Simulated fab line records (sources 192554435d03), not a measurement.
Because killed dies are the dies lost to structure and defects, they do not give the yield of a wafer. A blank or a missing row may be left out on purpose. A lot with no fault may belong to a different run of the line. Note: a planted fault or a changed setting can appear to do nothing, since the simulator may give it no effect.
Matching of chambers / flow n5-finfet / rie-diel-02 running N5_BEOL_M9_ETCH_65: 4 sister chambers
The step etches SiARC in CF4, target depth 15.6 nm, time 26 s. 4 wafers are shown with their chamber, then 8 later ones without.

== EACH WAFER AND ITS CHAMBER ==
wafer=L082.3; chamber=2; showerhead-plenum-p-Torr (Torr)=2.25
wafer=L088.5; chamber=0; showerhead-plenum-p-Torr (Torr)=2.11
wafer=L088.6; chamber=1; showerhead-plenum-p-Torr (Torr)=2.11
wafer=L086.1; chamber=3; showerhead-plenum-p-Torr (Torr)=2.08

== WAFERS WITHOUT THEIR CHAMBER ==
wafer=L086.5; showerhead-plenum-p-Torr (Torr)=2.08
wafer=L086.6; showerhead-plenum-p-Torr (Torr)=2.25
wafer=L093.1; showerhead-plenum-p-Torr (Torr)=2.10
wafer=L093.2; showerhead-plenum-p-Torr (Torr)=2.11
wafer=L093.4; showerhead-plenum-p-Torr (Torr)=2.08
wafer=L096.1; showerhead-plenum-p-Torr (Torr)=2.24
wafer=L096.2; showerhead-plenum-p-Torr (Torr)=2.10
wafer=L096.4; showerhead-plenum-p-Torr (Torr)=2.24

== EACH ONE'S CHAMBER ==
wafer=L086.5; from the rows above=3; in truth=3
wafer=L086.6; from the rows above=2; in truth=2
wafer=L093.1; from the rows above=can't be placed: 0 or 1 or 3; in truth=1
wafer=L093.2; from the rows above=can't be placed: 0 or 1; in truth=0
wafer=L093.4; from the rows above=3; in truth=3
wafer=L096.1; from the rows above=2; in truth=2
wafer=L096.2; from the rows above=can't be placed: 0 or 1 or 3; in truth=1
wafer=L096.4; from the rows above=2; in truth=2
Correct placement for 5 of the 8. These rows do not allow placing 3 (true chamber among the candidates in 3). 0 placed wrongly.
How it was worked out, from the rows above alone: a wafer's distance from a chamber is the root of the sum, over the readings, of the square of ((its reading less the chamber's mean) divided by the reading's scatter). If the next closest chamber is less than 2 further off than the closest, the wafer can't be placed; otherwise it belongs to the closest. The mean given for a chamber averages the wafers shown for that chamber. The scatter: with one shown wafer a chamber, the root of the mean of the squares of how far each hidden wafer lies from its nearest shown one.
